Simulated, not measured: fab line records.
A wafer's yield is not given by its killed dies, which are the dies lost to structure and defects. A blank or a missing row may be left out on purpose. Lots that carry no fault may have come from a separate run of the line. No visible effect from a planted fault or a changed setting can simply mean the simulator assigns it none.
A lot that was struck, set against a sound lot | flow nand_harc | 14 steps out of a route of 1302
Sound: these wafers, L105.1, L105.2, L105.4. Wafers L112.1, L112.5, L112.6 were the ones struck. Last of all comes the cause.
Each step with rows lists, per side, the tool, then ch with its chambers, then its first start. Under that, the readings that differ: sound wafers | struck wafers | difference of the means | sigmas: that difference in standard deviations of wafers without a fault.
alike: readings whose means differ by less than 2 such deviations, and words and numbers that are the same on both sides. not compared: withheld readings, readings that some wafer has no value for, bounds like >300 that may hide the same value, and numbers for which the record gives no deviation and whose values overlap.
A row with sigmas, a row that says differs or no value, or rows on one side alone: a step with any of these is where the two part. When numbers do not overlap yet have no deviation, they are printed without sigmas and do not part them. A reading that every wafer of one side lacks parts them only if that side has two wafers or more.

NHARC_P_M2_DEP_33: deposits SiCN, target thk 30 nm.
  sound on pecvd-01 ch 0,1,2, day 9 03:44; struck on pecvd-03 ch 0,1, day 11 23:25
  reading            | sound       | struck      | difference | sigmas
  heater_power_w (W) | 543 561 445 | 652 666 850 | +206       | +2
  not compared: since_wet_clean_h
NHARC_P_BONDPAD_DEP_00: deposits SiCN, target thk 250 nm.
  sound on pecvd-01 ch 1,2; struck on pecvd-04 ch 0,2, day 11 23:50
  alike: heater_power_w
  not compared: since_wet_clean_h
NHARC_P_BONDPAD_CMP_32: polishes SiCN, target thk 200 nm.
  sound on cmp-02 ch 1,2,3, day 9 04:29; struck on cmp-01 ch 0,2,3, day 12 00:11
  alike: motor_current_A
NHARC_P_BONDPAD_THK_MEAS_33: measures by ellipsometry.
  sound on film_metro-01, day 9 04:44; struck on film_metro-01, day 12 00:23
  alike: thk_nm
then, 8 steps without rows for these wafers: NHARC_P_BONDPAD_SRD_34; NHARC_P_BONDPAD_DEHYDRATE_01 (time 120 s); NHARC_P_BONDPAD_HMDS_02 (time 30 s); NHARC_P_BONDPAD_COAT_36 (time 65 s); NHARC_P_BONDPAD_COAT_03 (resist thk 600 nm); NHARC_P_BONDPAD_SOFTBAKE_04 (time 70 s); NHARC_P_BONDPAD_EBR_05; NHARC_P_BONDPAD_EXPOSE_06 (exposes mask P BPAD).
NHARC_P_BONDPAD_PEB_07: peb time 80 s.
  struck on litho_track-02, day 12 00:52; sound on litho_track-02 ch 0, day 9 05:06
  no value came back on the struck wafers for chill_plate_temp_C (C), exhaust_pa (Pa), heater_power_total_W (W), peb_time_s (s); on the sound wafers chill_plate_temp_C (C) reads 23.08 23.02 22.99
then, 1 step without rows for these wafers: NHARC_P_BONDPAD_DEVELOP_08 (time 50 s).

## WHERE THEY PART
First at NHARC_P_M2_DEP_33; last, within this record, at NHARC_P_BONDPAD_PEB_07.

WHY: what had been put in by the simulator
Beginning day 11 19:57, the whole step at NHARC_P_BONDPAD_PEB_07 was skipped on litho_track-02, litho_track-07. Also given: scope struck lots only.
